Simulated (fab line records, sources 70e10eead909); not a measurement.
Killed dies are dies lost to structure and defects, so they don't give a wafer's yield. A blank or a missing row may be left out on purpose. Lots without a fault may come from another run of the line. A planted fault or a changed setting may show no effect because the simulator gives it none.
fab line records | flow nand_harc
record lots=12 wafers=36 last_day=32
route steps=1302 shown P_GATE@172 END@1302
lots that met no fault: from a run of the same line without faults
start_h: hours from the record's first day to the start of the lot's first wafer shown | wait_h: hours since the lot's step before | " the same as in the row above | L1.1+2: a row that stands for several wafers | - no value, or no start given | * or withheld: withheld | < > ~ a bound
route shown NAME@n: a module of which the file shows steps, and the number in the route of the first | usual: mean/standard deviation of fault-free wafers | same: alike in all rows | chamber/n: place in a boat | sites: the reading at each site | _std_site: their standard deviation | _edge_site: outer sites' mean less inner sites' | radius_mm: how far each site lies from the wafer's centre | mask NAME#n: copy n | behind: the tool/chamber that last shaped the wafer | hold: why the lot was held/for how many hours/how that ended | device: the transistor (n, p or np) that didn't switch | end of line: the same wafers' tests at the end of the route | a step without rows: its recipe alone | killed: dies lost to structure and defects at the first sort, not the wafer's yield | map: a wafer's dies, x killed, . not, _ none there
set.NAME: the setting as run; set.NAME@STEP: as run at that earlier step | model.NAME: the simulator's own value behind a step, which no gauge read
steps of the route over a sample of lots; a table a step, a row a wafer
services: from which hour (start_h, from the record's first day; less than 0 if before it) a tool's chamber was out of use, for how many hours, and why
## steps
# step NHARC_P_GATE_DESCUM_48
# recipe time_s=3 o2_flow_sccm=200 ar_flow_sccm=0 bias_power_w=0 chemistry=O2
# usual chamber_pressure_mTorr=60.01/0.051 drypump_motor_current_A=5.68/0.27 mfc_ar_sccm=0.008/0.011 oes_product_au=0.996/0.012 rf_vpp_V=57.8/0.96 showerhead_plenum_p_Torr=1.91/0.066 throttle_valve_pct=11.312/0.0086
# columns lot.wafer tool chamber start_h wait_h chamber_pressure_mTorr drypump_motor_current_A mfc_ar_sccm oes_product_au rf_hours_counter_h rf_vpp_V showerhead_plenum_p_Torr throttle_valve_pct
L783.1 rie_diel-01 0 117.37 - 60.08 5.75 0.030 0.990 6.9 57.1 1.86 11.324
L783.6 " 3 " " 60.05 6.18 0 0.998 - 57.8 1.81 11.315
L783.4 " 0 " " 59.99 5.75 0.030 0.994 - 58.3 1.86 11.303
L784.3 rie_diel-01 3 119.96 - 59.97 6.18 0 0.991 6.5 57.5 1.81 11.309
L784.5 " 0 " " 60.04 5.73 0.030 1.000 - 56.9 1.86 11.319
L784.6 " 2 " " 60.11 5.44 0 0.992 - 59.4 2.00 11.299
L792.2 rie_diel-08 2 209.99 - 59.98 6.01 0 1.002 0.2 58.6 1.82 11.316
L792.5 " 0 " " 59.91 5.47 0.027 1.027 - 58.0 1.88 11.304
L792.6 " 1 " " 59.98 5.92 0.007 1.004 - 56.7 1.98 11.311
L793.3 rie_diel-05 2 216.06 - 60.02 5.72 0 0.997 7.6 58.2 1.92 11.312
L793.4 " 3 " " 59.99 5.61 0 0.998 7.7 57.7 1.93 11.321
L793.5 " 3 " " 59.98 5.62 0 1.011 - 57.9 1.93 11.308
L798.3 rie_diel-05 3 253.48 - 60.05 5.62 0 0.983 0.8 57.7 1.93 11.304
L798.2 " 1 " " 60.07 5.30 0.011 0.977 1.1 57.5 1.98 11.299
L798.6 " 0 " " 59.96 5.88 0 0.989 - 57.8 1.94 11.294
L799.2 rie_diel-01 1 274.09 - 59.97 5.46 0.030 0.979 3.4 56.6 1.92 11.321
L799.3 " 2 " " 60.02 5.45 0 0.983 2.7 59.6 2.00 11.324
L799.1 " 0 " " 60.03 5.71 0.030 0.998 3.6 57.9 1.86 11.322
L800.2 rie_diel-01 3 280.65 - 60.02 6.20 0 1.017 3.1 59.0 1.81 11.338
L800.3 " 0 " " 59.98 5.64 0.030 1.001 4.0 57.8 1.86 11.326
L800.1 " 1 " " 59.98 5.41 0.030 0.978 4.0 57.2 1.92 11.308
L801.2 rie_diel-05 0 287.96 - 60.03 5.91 0 0.975 2.9 57.4 1.94 11.313
L801.1 " 1 " " 59.98 5.28 0.011 0.987 3.0 58.6 1.98 11.299
L801.5 " 0 " " 60.03 5.90 0 0.976 - 57.5 1.94 11.310
L802.1 rie_diel-08 1 298.61 - 60.02 5.91 0.007 0.989 4.0 56.9 1.98 11.314
L802.2 " 3 " " 60.01 5.29 0.013 1.005 4.8 55.9 1.79 11.313
L802.5 " 0 " " 59.97 5.48 0.027 1.009 - 57.7 1.88 11.313
L803.3 rie_diel-05 3 316.73 - 59.93 5.63 0 0.994 4.7 57.3 1.93 11.321
L803.1 " 1 " " 59.97 5.31 0.011 0.992 4.7 58.9 1.98 11.309
L803.5 " 2 " " 60.02 5.71 0 1.011 - 59.2 1.92 11.324
L804.1 rie_diel-08 3 317.63 - 59.99 5.26 0.013 0.994 5.6 57.3 1.79 11.312
L804.2 " 0 " " 60.05 5.46 0.027 1.018 5.2 57.4 1.88 11.321
L804.3 " 1 " " 59.97 5.92 0.007 1.002 4.9 58.3 1.98 11.320
L805.3 rie_diel-05 3 328.03 - 60.00 5.62 0 0.987 6.6 57.4 1.93 11.311
L805.1 " 1 " " 60.05 5.23 0.011 0.987 6.8 58.9 1.98 11.326
L805.4 " 2 " " 60.06 5.70 0 1.001 6.9 56.6 1.92 11.299
# step NHARC_P_GATE_STRIP_75
# recipe power_w=1500 temp_c=250 chemistry=O2
# usual drypump_motor_current_A=6.02/0.14 heater_power_w=326/34 rf_refl_power_W=20/5.8 temp_c=250.00/0.16
# columns lot.wafer tool chamber start_h wait_h drypump_motor_current_A heater_power_w rf_hours_counter_h rf_refl_power_W temp_c
L783.1 plasma_asher-02 0 118.05 0.2 5.80 283 1 22 250.07
L783.4 " 0 " " 5.81 272 - 22 249.87
L783.6 " 1 " " 6.13 355 - 14 250.04
L784.3 plasma_asher-02 1 120.68 0.2 6.11 356 - 14 249.83
L784.5 " 1 " " 6.12 348 - 15 250.01
L784.6 " 0 " " 5.82 277 - 22 250.13
L792.2 plasma_asher-01 0 210.64 0.2 6.07 345 6 15 250.04
L792.5 " 1 " " 6.13 358 - 27 250.27
L792.6 " 0 " " 6.06 345 - 15 250.04
L793.3 plasma_asher-02 0 216.86 0.2 5.83 276 - 22 250.29
L793.4 " 1 " " 6.16 346 - 14 250.03
L793.5 " 1 " " 6.13 352 - 15 250.02
L798.2 plasma_asher-01 0 254.16 0.3 6.06 344 15 15 250.21
L798.3 " 1 " " 6.13 344 - 28 250.18
L798.6 " 0 " " 6.05 341 - 14 249.94
L799.2 plasma_asher-01 0 274.76 0.3 6.07 340 20 15 250.11
L799.1 " 1 " " 6.11 348 20 30 249.96
L799.3 " 0 " " 6.09 342 - 14 249.93
L800.2 plasma_asher-02 0 281.58 0.2 5.81 274 1 20 250.18
L800.1 " 1 " " 6.11 346 1 16 250.03
L800.3 " 1 " " 6.10 341 - 15 249.98
L801.1 plasma_asher-02 0 288.62 0.3 5.81 273 4 20 250.15
L801.2 " 1 " " 6.11 349 4 15 250.25
L801.5 " 1 " " 6.10 347 - 14 250.21
L802.2 plasma_asher-02 0 299.27 0.3 5.81 267 4 22 249.84
L802.1 " 1 " " 6.13 347 4 15 250.04
L802.5 " 1 " " 6.13 347 - 16 250.10
L803.1 plasma_asher-02 1 317.39 0.2 6.07 346 7 15 249.91
L803.3 " 0 " " 5.82 275 - 21 250.20
L803.5 " 0 " " 5.81 272 - 20 249.93
L804.1 plasma_asher-01 1 318.52 0.3 6.12 350 30 29 250.03
L804.2 " 0 " " 6.07 345 30 14 249.85
L804.3 " 0 " " 6.07 338 - 14 249.80
L805.1 plasma_asher-02 0 328.70 0.2 5.79 275 10 21 249.75
L805.4 " 1 " " 6.14 343 - 15 250.14
L805.3 " 0 " " 5.80 266 - 21 250.12
# step NHARC_P_GATE_DEGAS_109
# recipe temp_c=300 time_s=60
# usual heater_power_w=472/50
# columns lot.wafer tool chamber start_h wait_h heater_power_w
L783.1 pvd_sputter-02 - 122.78 0.1 484
L783.4 " - " " 418
L783.6 " - " " 529
L784.3 pvd_sputter-02 - 125.29 0.1 426
L784.5 " - " " 532
L784.6 " - " " 427
L792.2 pvd_sputter-03 - 215.14 0.1 568
L792.5 " - " " 563
L792.6 " - " " 519
L793.4 pvd_sputter-01 - 221.58 0.1 442
L793.3 " - " " 483
L793.5 " - " " 450
L798.3 pvd_sputter-02 - 259.14 0.1 432
L798.2 " - " " 487
L798.6 " - " " 540
L799.2 pvd_sputter-02 - 279.25 0.1 419
L799.1 " - " " 541
L799.3 " - " " 422
L800.3 pvd_sputter-01 - 286.31 0.1 460
L800.2 " - " " 372
L800.1 " - " " 467
L801.1 pvd_sputter-01 - 293.25 0.1 464
L801.2 " - " " 500
L801.5 " - " " 453
L802.1 pvd_sputter-01 - 304.03 0.1 480
L802.2 " - " " 464
L802.5 " - " " 494
L803.1 pvd_sputter-03 - 322.02 0.1 573
L803.3 " - " " 526
L803.5 " - " " 577
L804.3 pvd_sputter-02 - 323.14 0.1 561
L804.2 " - " " 422
L804.1 " - " " 488
L805.4 pvd_sputter-02 - 333.46 0.1 433
L805.1 " - " " 498
L805.3 " - " " 436
# step NHARC_P_GATE_STRIP_67
# recipe time_s=600 temp_c=130 chemistry=SPM
# usual run_length_s=603.5/1.1 temp_c=129.99/0.14
# columns lot.wafer tool chamber start_h wait_h run_length_s temp_c
L783.4 wet_bench-09 5 123.29 0.1 603.1 129.88
L783.6 " 7 " " 603.6 130.08
L783.1 " 0 " " 604.5 129.89
L784.3 wet_bench-09 1 125.78 0.1 603.2 129.90
L784.5 " 3 " " 601.6 130.04
L784.6 " 6 " " 603.0 130.03
L792.2 wet_bench-09 3 215.66 0.2 324.8 130.16
L792.6 " 4 " " 327.1 130.10
L792.5 " 5 " " 326.0 129.92
L793.4 wet_bench-09 6 222.07 0.1 327.1 129.90
L793.3 " 0 " " 328.4 130.06
L793.5 " 2 " " 326.9 129.56
L798.3 wet_bench-05 7 259.64 0.1 602.4 129.94
L798.6 " 1 " " 603.4 130.00
L798.2 " 2 " " 604.7 130.22
L799.3 wet_bench-05 6 279.75 0.1 605.6 129.88
L799.1 " 7 " " 602.7 129.91
L799.2 " 0 " " 604.1 130.05
L800.1 wet_bench-09 4 286.84 0.2 603.6 130.15
L800.3 " 6 " " 603.5 130.06
L800.2 " 7 " " 603.8 129.96
L801.5 wet_bench-05 7 293.74 0.1 603.6 130.01
L801.1 " 1 " " 603.4 130.28
L801.2 " 2 " " 604.7 130.10
L802.1 wet_bench-05 5 304.51 0.2 604.6 129.91
L802.2 " 7 " " 603.0 129.92
L802.5 " 0 " " 604.0 129.95
L803.3 wet_bench-09 0 322.51 0.1 604.4 129.91
L803.1 " 1 " " 602.1 129.91
L803.5 " 4 " " 604.5 130.14
L804.2 wet_bench-09 6 323.63 0.1 602.8 129.81
L804.3 " 7 " " 602.8 129.83
L804.1 " 3 " " 602.9 130.12
L805.1 wet_bench-09 2 333.96 0.2 604.9 129.84
L805.3 " 4 " " 604.0 129.70
L805.4 " 6 " " 603.3 130.11
# step NHARC_END_SORT_01
# recipe temp_c=25
# usual killed_at_array=55/19 killed_at_other=0.9/1.4 killed_at_periphery=3.8/2.9 killed_dies=60/19 killed_open=3.3/1.8 killed_short=2.6/1.6
# same gross_dies=677
# columns lot.wafer tool chamber start_h wait_h killed_at_array killed_at_other killed_at_periphery killed_dies killed_open killed_short
L793.3 prober-01 0 689.01 3.1 50 0 1 51 2 3
L793.4 prober-01 0 689.80 3.4 30 0 5 35 2 2
L793.5 prober-01 0 690.60 3.7 44 0 3 47 8 0
# killed by level:class
L793.3 A_SLIT:chamber_film_flake=35 A_CHANNEL_HOLE_D1:chamber_film_flake=6 A_STAIRCASE:chamber_film_flake=2 P_M0:geometric_particle:open=1 A_ONON_D1:geometric_particle:open=1 A_CHANNEL_FILL_D1:geometric_particle:short=1 A_DECK1_JOINT:geometric_particle:short=1 A_WL_FILL:geometric_particle:short=1
L793.4 A_SLIT:chamber_film_flake=21 A_STAIRCASE:chamber_film_flake=4 A_CHANNEL_HOLE_D1:chamber_film_flake=3 P_CONTACT:geometric_particle:open=2 P_GATE:chamber_film_flake=2 P_CONTACT:geometric_particle:short=1 A_SGD_CUT:geometric_particle:short=1 A_DECK1_JOINT:chamber_film_flake=1
L793.5 A_SLIT:chamber_film_flake=28 A_CHANNEL_HOLE_D1:chamber_film_flake=5 A_STAIRCASE:chamber_film_flake=4 P_CONTACT:geometric_particle:open=1 P_M0:geometric_particle:open=1 A_ONON_D1:geometric_particle:open=1 A_DECK1_JOINT:geometric_particle:open=1 A_CHANNEL_HOLE_D2:geometric_particle:open=1
## services
# columns tool chamber start_h hours kind
plasma_asher-02 - 93.84 9.0 pm
pvd_sputter-02 - 104.00 10.0 pm
rie_diel-01 1 117.23 4.0 repair
rie_diel-05 0 124.24 5.2 repair
pvd_sputter-01 - 132.29 1.2 repair
rie_diel-01 2 139.04 7.3 repair
rie_diel-05 2 157.39 2.0 repair
plasma_asher-01 - 165.00 9.0 pm
pvd_sputter-01 - 166.44 7.9 repair
wet_bench-05 - 173.48 1.7 repair
wet_bench-09 - 176.80 8.0 pm
pvd_sputter-02 - 195.39 2.0 repair
rie_diel-01 - 203.80 9.0 pm
pvd_sputter-02 - 217.84 1.8 repair
pvd_sputter-02 - 220.78 1.4 repair
pvd_sputter-02 - 229.21 1.2 repair
rie_diel-05 - 229.60 9.0 pm
rie_diel-05 1 242.36 7.3 repair
rie_diel-05 - 250.50 0.3 repair
plasma_asher-02 - 270.84 9.0 pm
pvd_sputter-02 - 271.34 6.3 repair
pvd_sputter-02 - 282.00 10.0 pm
plasma_asher-02 - 289.20 6.4 repair
plasma_asher-02 - 317.74 1.0 repair
## key
first_sign step=NHARC_P_GATE_STRIP_67 reading=run_length_s direction=down sigmas=99+ usual=* struck=*
effect none on later readings
met_at NHARC_P_GATE_STRIP_67
struck_lots L792,L793
tester_left_out L792,L793
not_acting_at NHARC_P_GATE_DESCUM_48,NHARC_P_GATE_STRIP_75,NHARC_P_GATE_DEGAS_109
onset_between 125.78 215.66
fault kind=process_parameter_drift tool=wet_bench-09 chamber=- onset_h=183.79 steps=NHARC_P_GATE_STRIP_67 channel=time_s offset=* shape=step end_h=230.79 acts_in=* stated=*
# tester_left_out: of these lots the tester's yield and bins aren't shown, on N5 and GAA mostly nor the transistor test; their killed dies are dies lost to structure and defects alone, not to doping, threshold or leakage, so they don't give the yield
